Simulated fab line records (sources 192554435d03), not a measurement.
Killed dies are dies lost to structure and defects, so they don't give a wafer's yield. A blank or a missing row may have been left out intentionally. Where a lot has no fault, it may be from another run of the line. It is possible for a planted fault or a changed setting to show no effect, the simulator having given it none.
fab line records	flow n5Finfet
record: lots: 7	wafers: 21
route steps=1938 shown SD_EPI_N@269 SDB@348 HKMG_FIN@386 MOL_CONTACT_COAG@520
startH: hours from the record's first day to the start of the lot's first wafer shown	waitH: hours from the lot's prior step to this one	" as in the row above	L1.1+2: several wafers, shown together as one row	- value missing, or start not given	* or withheld: withheld	< > ~ a bound
route shown NAME@n: a module of which the file shows steps, and the number in the route of the first	usual: the fault-free wafers' mean and standard deviation	same: alike in all rows	chamber/n: place in a boat	sites: the reading at each site	_std_site: the standard deviation of these	_edge_site: inner sites' mean taken away from outer sites' mean	radiusMm: for every site, how far away it sits from the centre of the wafer	mask NAME#n: copy n	behind: the most recent tool/chamber to have shaped the wafer	hold: what put the lot on hold/how long, in hours/how the hold closed	device: which transistor (n, p or np) failed to switch	end of line: tests run on the same wafers once the route is complete	where a step has no rows: the recipe by itself	killed: dies that structure and defects cost at the first sort, which is not the same as the wafer's yield	map: per-die view of a wafer (x killed, . not killed, _ where there is no die)
set.NAME: the setting that was run; set.NAME@STEP: the one run at that earlier step	model.NAME: the simulator's own value behind a step, which no gauge read
lots whose settings were changed on purpose; a table a step, a row a wafer
== steps ==
step: N5_SD_EPI_N_DEVELOP_08
recipe: developTimeS: 30	developer: TMAH	resist: CAR-ArF-block	devTempC: 23	rinseLiquid: diw	dry: airSpin
lot.wafer	tool	chamber	startH	waitH	set.developTimeS
L075.1+2+5	lithoTrack-05	0	-	-	30
L080.1+5	lithoTrack-04	0	-	-	28.14
L080.6	"	0	"	"	30
L082.1+3+4	lithoTrack-02	0	-	-	30
L084.1	lithoTrack-04	0	-	-	30
L084.2+4	"	0	"	"	32.94
L085.1	lithoTrack-02	0	-	-	31.91
L085.5+6	"	0	"	"	30
L089.3+4+6	lithoTrack-04	0	-	-	30
L094.1+4+6	lithoTrack-02	0	-	-	30
step: N5_SD_EPI_N_CD_MEAS_09
recipe: targetCdNm: 120	landingEnergyEv: 500	detector: seInlens
usual: cdNm: 120.2/0.94
lot.wafer	tool	chamber	startH	waitH	set.pebTimeS@SD_EPI_N_PEB_07	cdNm
L075.1	cdSem-03	0	54.04	-	60	121.6
L075.2	"	0	"	"	60	120.4
L075.5	"	0	"	"	60	121.3
L080.1	cdSem-02	0	85.16	-	72.08	124.9
L080.5	"	0	"	"	60	119.2
L080.6	"	0	"	"	60	120.1
L082.1	cdSem-02	0	97.45	-	60	120.0
L082.3	"	0	"	"	60	120.7
L082.4	"	0	"	"	60	121.1
L084.1	cdSem-02	0	109.60	-	68	123.2
L084.2	"	0	"	"	60	119.7
L084.4	"	0	"	"	68	123.7
L085.1	cdSem-01	0	114.94	-	55.29	118.3
L085.5	"	0	"	"	60	120.6
L085.6	"	0	"	"	60	121.5
L089.3	cdSem-01	0	146.43	-	60	119.5
L089.4	"	0	"	"	51.29	113.2
L089.6	"	0	"	"	51.29	113.4
L094.1	cdSem-02	0	168.02	-	60	119.7
L094.4	"	0	"	"	60	120.8
L094.6	"	0	"	"	60	120.4
step: N5_SD_EPI_N_DESCUM_14
recipe: chemistry: O2	timeS: 7.9	sourcePowerW: 50	biasPowerW: 20	pressureMtorr: 20	rfFrequencyHz: 2.712e+07	tempC: 40	resist: CAR-ArF-block	o2FlowSccm: 225
lot.wafer	tool	chamber	startH	waitH	set.pebTimeS@SD_EPI_N_PEB_07	model.SD_EPI_N.cdNm
L075.1	rieDiel-04	0	54.12	0.0	60	121.2
L075.2	"	1	"	"	60	120.8
L075.5	"	1	"	"	60	121.4
L080.1	rieDiel-04	0	85.25	0.0	72.08	125.4
L080.5	"	0	"	"	60	119.2
L080.6	"	3	"	"	60	120.2
L082.1	rieDiel-04	3	97.54	0.0	60	120.2
L082.3	"	1	"	"	60	120.8
L082.4	"	1	"	"	60	121.2
L084.1	rieDiel-05	3	111.81	2.2	68	123
L084.2	"	0	"	"	60	119.6
L084.4	"	2	"	"	68	123.6
L085.1	rieDiel-05	3	116.86	1.9	55.29	118.4
L085.5	"	0	"	"	60	120.8
L085.6	"	1	"	"	60	121
L089.3	rieDiel-05	0	146.52	0.0	60	119.4
L089.4	"	2	"	"	51.29	113.2
L089.6	"	3	"	"	51.29	113.6
L094.1	rieDiel-03	0	168.11	0.0	60	119.4
L094.4	"	2	"	"	60	120.8
L094.6	"	1	"	"	60	120.6
step: N5_SD_EPI_N_ETCH_34
recipe: chemistry: CF4	target: SiARC	targetDepthA: 455	maskMaterial: CAR-ArF-block	timeS: 75.8	ionEnergyEv: 80	pressureMtorr: 40	sourceW: 545	biasW: 36	Ar_flow_sccm: 100	cf4FlowSccm: 100	ends: cleared
step: N5_SD_EPI_N_ETCH_35
recipe: chemistry: N2/H2	target: SOC	overetchA: 1080	maskMaterial: SiARC	tempC: 40	ionEnergyEv: 100	sourceW: 3000	biasW: 133	pressureMtorr: 20	timeS: 486	n2FlowSccm: 200	h2FlowSccm: 200
lot.wafer	tool	chamber	startH	waitH	set.pebTimeS@SD_EPI_N_PEB_07	model.SD_EPI_N.cdNm
L075.1	rieDiel-04	0	54.21	0.0	60	122.8
L075.2+5	"	1	"	"	60	120
L080.1	rieDiel-04	0	85.34	0.0	72.08	127.4
L080.5	"	0	"	"	60	121.6
L080.6	"	3	"	"	60	119.2
L082.1	rieDiel-04	3	97.63	0.0	60	118.6
L082.3	"	1	"	"	60	120
L082.4	"	1	"	"	60	121
L084.1	rieDiel-05	3	111.90	0.0	68	122.8
L084.2	"	0	"	"	60	120
L084.4	"	2	"	"	68	124
L085.1	rieDiel-05	3	116.95	0.0	55.29	118.2
L085.5	"	0	"	"	60	120.8
L085.6	"	1	"	"	60	119.8
L089.3	rieDiel-05	0	146.61	0.0	60	120.6
L089.4	"	2	"	"	51.29	113
L089.6	"	3	"	"	51.29	112.6
L094.1	rieDiel-03	0	168.20	0.0	60	121.8
L094.4	"	2	"	"	60	123
L094.6	"	1	"	"	60	120.8
step: N5_SD_EPI_N_STRIP_36
recipe: chemistry: N2/H2	tempC: 40	n2FlowSccm: 200	h2FlowSccm: 200	rfFrequencyHz: 6e+07
step: N5_SD_EPI_N_ETCHBACK_44
recipe: chemistry: CH3F/O2	mode: anisotropicEtchback	target: SiNx	targetDepthA: 145	stopOn: SiO2	overEtchFrac: 0.3	ionEnergyEv: 120	pressureMtorr: 30	sourceW: 395	biasW: 73	Ar_flow_sccm: 150	CH3F_flow_sccm: 30	O2_flow_sccm: 20
lot.wafer	tool	chamber	startH	waitH	set.pebTimeS@SD_EPI_N_PEB_07	model.SD_EPI_N.cdNm
L075.1	rieDiel-04	0	54.54	0.0	60	122.8
L075.2+5	"	1	"	"	60	120
L080.1	rieDiel-04	0	85.67	0.0	72.08	127.6
L080.5	"	0	"	"	60	121.6
L080.6	"	3	"	"	60	119
L082.1	rieDiel-04	3	97.96	0.0	60	118.4
L082.3	"	1	"	"	60	120
L082.4	"	1	"	"	60	121
L084.1	rieDiel-05	3	112.23	0.0	68	122.8
L084.2	"	0	"	"	60	120
L084.4	"	2	"	"	68	124
L085.1	rieDiel-05	3	117.28	0.0	55.29	118.2
L085.5	"	0	"	"	60	121
L085.6	"	1	"	"	60	119.8
L089.3	rieDiel-05	0	146.94	0.0	60	120.6
L089.4	"	2	"	"	51.29	113
L089.6	"	3	"	"	51.29	112.6
L094.1	rieDiel-03	0	168.53	0.0	60	121.8
L094.4	"	2	"	"	60	123
L094.6	"	1	"	"	60	120.6
step: N5_SDB_COAT_03
recipe: resist: SOC	tempC: 250	timeS: 60	spinRpm: 1500	resistThkNm: 100
lot.wafer	tool	chamber	startH	waitH	set.spinRpm	model.SOC_of_SDB_COAT_03.thkNm
L075.1+2	lithoTrack-03	0	69.84	0.1	1500	100.8
L075.5	"	0	"	"	1500	100.6
L080.1+6	lithoTrack-02	0	100.84	0.1	1658	95.6
L080.5	"	0	"	"	1658	95.4
L082.1	lithoTrack-04	0	113.03	0.1	1500	100
L082.3	"	0	"	"	1500	100.6
L082.4	"	0	"	"	1364	104.8
L084.1	lithoTrack-03	0	128.93	0.1	1500	100
L084.2+4	"	0	"	"	1429	102.2
L085.1+5	lithoTrack-03	0	134.04	0.1	1649	95.2
L085.6	"	0	"	"	1500	99.8
L089.3+6	lithoTrack-04	0	161.95	0.1	1500	100
L089.4	"	0	"	"	1500	100.4
L094.1	lithoTrack-02	0	184.29	0.1	1500	100
L094.4+6	"	0	"	"	1500	100.4
step: N5_SDB_COAT_05
recipe: resist: CAR-ArF	spinRpm: 1500	resistThkNm: 90
lot.wafer	tool	chamber	startH	waitH	set.spinRpm	model.CAR-ArF_of_SDB_COAT_05.thkNm
L075.1+2	lithoTrack-03	0	-	-	1500	90.2
L075.5	"	0	"	"	1500	90.4
L080.1+5+6	lithoTrack-02	0	-	-	1500	90.2
L082.1	lithoTrack-04	0	-	-	1626	86.6
L082.3	"	0	"	"	1626	86.8
L082.4	"	0	"	"	1500	90.2
L084.1	lithoTrack-03	0	-	-	1500	90.6
L084.2	"	0	"	"	1399	93.6
L084.4	"	0	"	"	1500	90.4
L085.1	lithoTrack-03	0	-	-	1500	90.2
L085.5+6	"	0	"	"	1567	88.2
L089.3	lithoTrack-04	0	-	-	1500	90.4
L089.4+6	"	0	"	"	1500	90.2
L094.1	lithoTrack-02	0	-	-	1500	90.2
L094.4	"	0	"	"	1336	95.4
L094.6	"	0	"	"	1336	95.6
step: N5_SDB_EBR_07
recipe: solvent: PGMEA	ebrWidthMm: 1.5
step: N5_SDB_SOFTBAKE_06
recipe: tempC: 110	timeS: 60	resist: CAR-ArF
step: N5_SDB_EXPOSE_08
recipe: maskId: SDB	na: 1.35	sourceShape: conventional	sigmaOuter: 0.5	polarization: unpolarized	doseMj: 49.6
step: N5_SDB_PEB_09
recipe: pebTempC: withheld	pebTimeS: 60	resist: CAR-ArF
step: N5_SDB_DEVELOP_10
recipe: developTimeS: 30	developer: TMAH	resist: CAR-ArF	rinseLiquid: diw	dry: airSpin	devTempC: 23
lot.wafer	tool	chamber	startH	waitH	set.spinRpm@SDB_COAT_05	model.CAR-ArF_of_SDB_COAT_05.thkNm
L075.1+2	lithoTrack-03	0	-	-	1500	88.4
L075.5	"	0	"	"	1500	88.8
L080.1+6	lithoTrack-03	0	-	-	1500	88.6
L080.5	"	0	"	"	1500	88.4
L082.1	lithoTrack-02	0	-	-	1626	84.8
L082.3	"	0	"	"	1626	85
L082.4	"	0	"	"	1500	88.6
L084.1	lithoTrack-03	0	-	-	1500	89
L084.2	"	0	"	"	1399	92
L084.4	"	0	"	"	1500	88.6
L085.1	lithoTrack-02	0	-	-	1500	88.4
L085.5+6	"	0	"	"	1567	86.6
L089.3	lithoTrack-03	0	-	-	1500	88.8
L089.4	"	0	"	"	1500	88.6
L089.6	"	0	"	"	1500	88.4
L094.1	lithoTrack-04	0	-	-	1500	88.4
L094.4+6	"	0	"	"	1336	93.8
step: N5_SDB_DESCUM_16
recipe: chemistry: O2	timeS: 7.9	sourcePowerW: 50	biasPowerW: 20	pressureMtorr: 20	rfFrequencyHz: 2.712e+07	tempC: 40	resist: CAR-ArF	o2FlowSccm: 225
step: N5_SDB_ETCH_17
recipe: chemistry: CF4	target: SiARC	targetDepthA: 234	maskMaterial: CAR-ArF	timeS: 39	ionEnergyEv: 80	pressureMtorr: 40	sourceW: 545	biasW: 36	Ar_flow_sccm: 100	cf4FlowSccm: 100	ends: cleared
step: N5_SDB_ETCH_18
recipe: chemistry: N2/H2	target: SOC	targetDepthA: 1000	overetchA: 200	maskMaterial: SiARC	tempC: 40	timeS: 150	ionEnergyEv: 200	pressureMtorr: 30	sourceW: 840	biasW: 150	n2FlowSccm: 200	h2FlowSccm: 200
lot.wafer	tool	chamber	startH	waitH	set.spinRpm@SDB_COAT_03	model.etch.depthNm
L075.1	rieDiel-05	1	70.37	0.0	1500	100.7
L075.2	"	3	"	"	1500	100.8
L075.5	"	0	"	"	1500	100.6
L080.1	rieDiel-03	2	101.37	0.0	1658	95.5
L080.5	"	3	"	"	1658	95.44
L080.6	"	2	"	"	1658	95.52
L082.1	rieDiel-05	0	116.06	0.0	1500	99.91
L082.3	"	2	"	"	1500	100.5
L082.4	"	1	"	"	1364	104.9
L084.1	rieDiel-05	1	130.27	0.0	1500	100
L084.2+4	"	3,0	"	"	1429	102.2
L085.1	rieDiel-05	3	134.60	0.0	1649	95.24
L085.5	"	1	"	"	1649	95.13
L085.6	"	3	"	"	1500	99.88
L089.3	rieDiel-04	1	162.50	0.0	1500	99.92
L089.4	"	0	"	"	1500	100.4
L089.6	"	1	"	"	1500	100.1
L094.1	rieDiel-04	0	184.71	0.0	1500	100.1
L094.4	"	2	"	"	1500	100.4
L094.6	"	2	"	"	1500	100.3
step: N5_SDB_STRIP_19
recipe: chemistry: N2/H2	tempC: 40	n2FlowSccm: 200	h2FlowSccm: 200	rfFrequencyHz: 6e+07
step: N5_SDB_STRIP_21
recipe: chemistry: CF4	resist: SiARC	powerW: 300	biasPowerW: 75	pressureMtorr: 50	cf4FlowSccm: 150	rfFrequencyHz: 6e+07
step: N5_SDB_HM_OPEN_20
recipe: chemistry: CH3F/O2	target: SiNx	maskMaterial: SOC	targetDepthA: 240	stopOn: poly-Si	overEtchFrac: 0.4	ionEnergyEv: 120	pressureMtorr: 30	sourceW: 395	biasW: 73	Ar_flow_sccm: 150	CH3F_flow_sccm: 30	O2_flow_sccm: 20
lot.wafer	tool	chamber	startH	waitH	set.spinRpm@SDB_COAT_03	model.SOC_of_SDB_COAT_03.thkNm
L075.1	rieDiel-05	1	70.52	0.0	1500	84.4
L075.2	"	3	"	"	1500	84
L075.5	"	0	"	"	1500	84.8
L080.1+5+6	rieDiel-03	2,3,2	101.53	0.0	1658	79.6
L082.1+3	rieDiel-05	0,2	116.22	0.0	1500	84
L082.4	"	1	"	"	1364	88.6
L084.1	rieDiel-05	1	130.43	0.0	1500	83.8
L084.2	"	3	"	"	1429	85.4
L084.4	"	0	"	"	1429	86.2
L085.1	rieDiel-05	3	134.76	0.0	1649	78.6
L085.5	"	1	"	"	1649	78.8
L085.6	"	3	"	"	1500	83
L089.3+6	rieDiel-04	1	162.66	0.0	1500	85
L089.4	"	0	"	"	1500	84.4
L094.1	rieDiel-04	0	184.87	0.0	1500	84
L094.4+6	"	2	"	"	1500	84.8
step: N5_SDB_STRIP_22
recipe: chemistry: N2/H2	powerW: 1000	tempC: 250	h2Frac: 0.65	overashFraction: 0.3	pressureMtorr: withheld	n2FlowSccm: 1750	h2FlowSccm: 3250
usual: stripTimeToEndpointS: 96.3/0.5
lot.wafer	tool	chamber	startH	waitH	set.spinRpm@SDB_COAT_03	stripTimeToEndpointS
L075.1	plasmaAsher-02	1	70.61	0.1	1500	96.6
L075.2	"	0	"	"	1500	96.2
L075.5	"	1	"	"	1500	97.0
L080.1	plasmaAsher-02	1	101.61	0.1	1658	92.1
L080.5	"	1	"	"	1658	92.0
L080.6	"	0	"	"	1658	92.1
L082.1	plasmaAsher-02	1	116.30	0.1	1500	96.3
L082.3	"	0	"	"	1500	96.2
L082.4	"	1	"	"	1364	100.5
L084.1	plasmaAsher-02	0	130.56	0.1	1500	96.0
L084.2	"	1	"	"	1429	97.6
L084.4	"	1	"	"	1429	98.3
L085.1	plasmaAsher-02	1	134.84	0.1	1649	91.1
L085.5	"	0	"	"	1649	91.3
L085.6	"	1	"	"	1500	95.3
L089.3	plasmaAsher-02	1	162.78	0.1	1500	97.1
L089.4	"	0	"	"	1500	96.6
L089.6	"	1	"	"	1500	97.2
L094.1	plasmaAsher-01	0	184.95	0.1	1500	96.2
L094.4	"	1	"	"	1500	97.0
L094.6	"	1	"	"	1500	97.0
step: N5_HKMG_FIN_HK_ALD_01
recipe: material: HfO2	targetThkA: 16	tempC: withheld	aldPrecursorFamily: HfCl4	aldCoReactant: H2O	pulseTimeS: 3	purgeTimeS: 3	coReactantPurgeTimeS: 2.5	coReactantPulseTimeS: 0.3	aldCycles: 30
lot.wafer	tool	chamber	startH	waitH	set.aldCycles
L075.1+2+5	aldHk-02	0,2,0	75.52	0.0	30
L080.1	aldHk-03	2	105.73	0.0	35
L080.5+6	"	1,0	"	"	30
L082.1	aldHk-01	0	121.65	0.0	30
L082.3+4	"	1,2	"	"	29
L084.1+2	aldHk-01	2,1	134.91	0.0	30
L084.4	"	3	"	"	32
L085.1+5	aldHk-02	3,2	139.04	0.0	30
L085.6	"	3	"	"	34
L089.3+4+6	aldHk-02	0,1,0	167.06	0.0	30
L094.1	aldHk-02	1	189.47	0.0	25
L094.4+6	"	2,3	"	"	30
step: N5_HKMG_FIN_COAT_41
recipe: resist: SOC	tempC: 250	timeS: 60	spinRpm: 1500	resistThkNm: 300
lot.wafer	tool	chamber	startH	waitH	set.tempC
L075.1+2+5	lithoTrack-04	0	76.10	-	250
L080.1+5	lithoTrack-01	0	106.34	-	250
L080.6	"	0	"	"	244.9
L082.1+4	lithoTrack-01	0	122.23	-	250
L082.3	"	0	"	"	258.5
L084.1+2	lithoTrack-04	0	135.56	-	241
L084.4	"	0	"	"	250
L085.1+6	lithoTrack-04	0	139.61	-	250
L085.5	"	0	"	"	259.9
L089.3+4	lithoTrack-05	0	167.78	-	239.9
L089.6	"	0	"	"	250
L094.1	lithoTrack-05	0	190.12	-	250
L094.4+6	"	0	"	"	261.1
step: N5_HKMG_FIN_COAT_42
recipe: resist: SiARC	tempC: 220	timeS: 60	spinRpm: 1500	resistThkNm: 35
step: N5_HKMG_FIN_COAT_43
recipe: resist: CAR-ArF	spinRpm: 1500	resistThkNm: 90
step: N5_HKMG_FIN_WET_ETCH_82
recipe: chemistry: dHCl	mix: 1:10000	tempC: 25	target: La2O3	stopOn: HfO2	targetDepthNm: 2	dry: ipaMarangoni	rinseTimeS: 30	rinseTempC: 23
step: N5_HKMG_FIN_ALD_36
recipe: material: TiN	targetThkA: 10	tempC: 400	aldPrecursorFamily: TiCl4	aldCoReactant: NH3	pulseTimeS: 1	purgeTimeS: 3	coReactantPurgeTimeS: 2	coReactantPulseTimeS: 2	aldCycles: 47	pressureTorr: 3
step: N5_HKMG_FIN_THK_MEAS_70
recipe: thkMeasGauge: xrf	reads: HfO2_of_HKMG_FIN_HK_ALD_01
usual: HK_THK: 1.580/0.022
lot.wafer	tool	chamber	startH	waitH	set.aldCycles@HKMG_FIN_HK_ALD_01	HK_THK[nm]
L075.1	filmMetro-01	-	78.83	0.2	30	1.596
L075.2	"	-	"	"	30	1.592
L075.5	"	-	"	"	30	1.570
L080.1	filmMetro-02	-	110.35	0.3	35	1.846
L080.5	"	-	"	"	30	1.558
L080.6	"	-	"	"	30	1.592
L082.1	filmMetro-02	-	125.58	0.2	30	1.584
L082.3	"	-	"	"	29	1.548
L082.4	"	-	"	"	29	1.567
L084.1	filmMetro-02	-	138.59	0.2	30	1.588
L084.2	"	-	"	"	30	1.597
L084.4	"	-	"	"	32	1.643
L085.1	filmMetro-02	-	142.62	0.2	30	1.581
L085.5	"	-	"	"	30	1.518
L085.6	"	-	"	"	34	1.747
L089.3	filmMetro-01	-	170.77	0.2	30	1.567
L089.4	"	-	"	"	30	1.569
L089.6	"	-	"	"	30	1.578
L094.1	filmMetro-01	-	192.99	0.2	25	1.306
L094.4	"	-	"	"	30	1.563
L094.6	"	-	"	"	30	1.586
step: N5_MOL_CONTACT_COAG_COAT_02
recipe: resist: CAR-EUV	spinRpm: 1500	resistThkNm: 30
lot.wafer	tool	chamber	startH	waitH	set.spinRpm	model.CAR-EUV_of_MOL_CONTACT_COAG_COAT_02.thkNm
L075.1+5	lithoTrack-02	0	-	-	1500	30
L075.2	"	0	"	"	1500	30.2
L080.1+6	lithoTrack-02	0	-	-	1578	29.4
L080.5	"	0	"	"	1500	30.2
L082.1+4	lithoTrack-02	0	-	-	1451	30.6
L082.3	"	0	"	"	1500	30
L084.1+2+4	lithoTrack-02	0	-	-	1500	30
L085.1+5	lithoTrack-04	0	-	-	1360	31.6
L085.6	"	0	"	"	1500	30
L089.3+4	lithoTrack-05	0	-	-	1353	31.4
L089.6	"	0	"	"	1500	29.8
L094.1	lithoTrack-04	0	-	-	1500	30
L094.4+6	"	0	"	"	1500	30.2
step: N5_MOL_CONTACT_COAG_EBR_04
recipe: solvent: PGMEA	ebrWidthMm: 1.5
step: N5_MOL_CONTACT_COAG_SOFTBAKE_03
recipe: tempC: 110	timeS: 60	resist: CAR-EUV
step: N5_MOL_CONTACT_COAG_EXPOSE_05
recipe: maskId: CA	na: 0.33	sourceShape: annular	sigmaInner: 0.4	sigmaOuter: 0.8	polarization: unpolarized	defocusNm: 0	doseMj: 38.25
step: N5_MOL_CONTACT_COAG_PEB_06
recipe: pebTempC: 100	pebTimeS: 60	resist: CAR-EUV
step: N5_MOL_CONTACT_COAG_DEVELOP_07
recipe: developTimeS: 30	developer: TMAH	resist: CAR-EUV	rinseLiquid: surfactantRinse	dry: airSpin	devTempC: 23
lot.wafer	tool	chamber	startH	waitH	set.spinRpm@MOL_CONTACT_COAG_COAT_02	model.CAR-EUV_of_MOL_CONTACT_COAG_COAT_02.thkNm
L075.1+2+5	lithoTrack-02	0	-	-	1500	29.6
L080.1	lithoTrack-02	0	-	-	1578	29
L080.5	"	0	"	"	1500	29.6
L080.6	"	0	"	"	1578	28.8
L082.1+4	lithoTrack-05	0	-	-	1451	30.2
L082.3	"	0	"	"	1500	29.6
L084.1+2	lithoTrack-04	0	-	-	1500	29.6
L084.4	"	0	"	"	1500	29.4
L085.1+5	lithoTrack-05	0	-	-	1360	31
L085.6	"	0	"	"	1500	29.6
L089.3	lithoTrack-04	0	-	-	1353	30.8
L089.4	"	0	"	"	1353	31
L089.6	"	0	"	"	1500	29.4
L094.1	lithoTrack-04	0	-	-	1500	29.6
L094.4+6	"	0	"	"	1500	29.8
step: N5_MOL_CONTACT_COAG_DESCUM_13
recipe: chemistry: O2	timeS: 7	sourcePowerW: 50	biasPowerW: 20	pressureMtorr: 20	rfFrequencyHz: 2.712e+07	tempC: 40	resist: CAR-EUV	o2FlowSccm: 225
lot.wafer	tool	chamber	startH	waitH	set.spinRpm@MOL_CONTACT_COAG_COAT_02	model.CAR-EUV_of_MOL_CONTACT_COAG_COAT_02.thkNm
L075.1+5	rieDiel-04	3	92.92	0.1	1500	26
L075.2	"	0	"	"	1500	26.2
L080.1	rieDiel-05	1	128.10	0.1	1578	25.6
L080.5	"	0	"	"	1500	26.2
L080.6	"	1	"	"	1578	25.4
L082.1	rieDiel-05	0	139.21	0.0	1451	26.6
L082.3	"	3	"	"	1500	26.2
L082.4	"	2	"	"	1451	26.8
L084.1	rieDiel-03	3	151.99	0.0	1500	26.2
L084.2+4	"	2,3	"	"	1500	26
L085.1+5	rieDiel-05	2,3	156.08	0.0	1360	27.6
L085.6	"	0	"	"	1500	26
L089.3	rieDiel-05	2	184.09	0.3	1353	27.4
L089.4	"	1	"	"	1353	27.6
L089.6	"	2	"	"	1500	26
L094.1	rieDiel-05	0	210.73	0.0	1500	26
L094.4+6	"	2,0	"	"	1500	26.2
== key ==
split: step: N5_SD_EPI_N_DEVELOP_08	setting: developTimeS	stated: 30	by: wafer
response none clear
split: step: N5_SDB_COAT_03	setting: spinRpm	stated: 1500	by: wafer
response: step: N5_SDB_COAT_03	reading: model.SOC_of_SDB_COAT_03.thkNm	change: -0.477	per: 1%	r: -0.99
response: step: N5_SDB_ETCH_18	reading: model.etch.depthNm	change: -0.488	per: 1%	r: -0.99
response: step: N5_SDB_HM_OPEN_20	reading: model.SOC_of_SDB_COAT_03.thkNm	change: -0.462	per: 1%	r: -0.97
response: step: N5_SDB_STRIP_22	reading: stripTimeToEndpointS	change: *	per: 1%	r: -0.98
split: step: N5_SDB_COAT_05	setting: spinRpm	stated: 1500	by: wafer
response: step: N5_SDB_COAT_05	reading: model.CAR-ArF_of_SDB_COAT_05.thkNm	change: -0.459	per: 1%	r: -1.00
response: step: N5_SDB_DEVELOP_10	reading: model.CAR-ArF_of_SDB_COAT_05.thkNm	change: -0.469	per: 1%	r: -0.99
split: step: N5_HKMG_FIN_HK_ALD_01	setting: aldCycles	stated: 30	by: wafer
response: step: N5_HKMG_FIN_THK_MEAS_70	reading: HK_THK	change: +0.0153	per: 1%	r: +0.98
split: step: N5_HKMG_FIN_COAT_41	setting: tempC	stated: 250	by: wafer
response none clear
split: step: N5_MOL_CONTACT_COAG_COAT_02	setting: spinRpm	stated: 1500	by: wafer
response: step: N5_MOL_CONTACT_COAG_COAT_02	reading: model.CAR-EUV_of_MOL_CONTACT_COAG_COAT_02.thkNm	change: -0.166	per: 1%	r: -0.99
response: step: N5_MOL_CONTACT_COAG_DEVELOP_07	reading: model.CAR-EUV_of_MOL_CONTACT_COAG_COAT_02.thkNm	change: -0.151	per: 1%	r: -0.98
response: step: N5_MOL_CONTACT_COAG_DESCUM_13	reading: model.CAR-EUV_of_MOL_CONTACT_COAG_COAT_02.thkNm	change: -0.158	per: 1%	r: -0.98
split outsideThisFile step=N5_SD_EPI_N_PEB_07 setting=pebTimeS
split outsideThisFile: this setting was split too, and the file shows its column; the key of that split is in another file
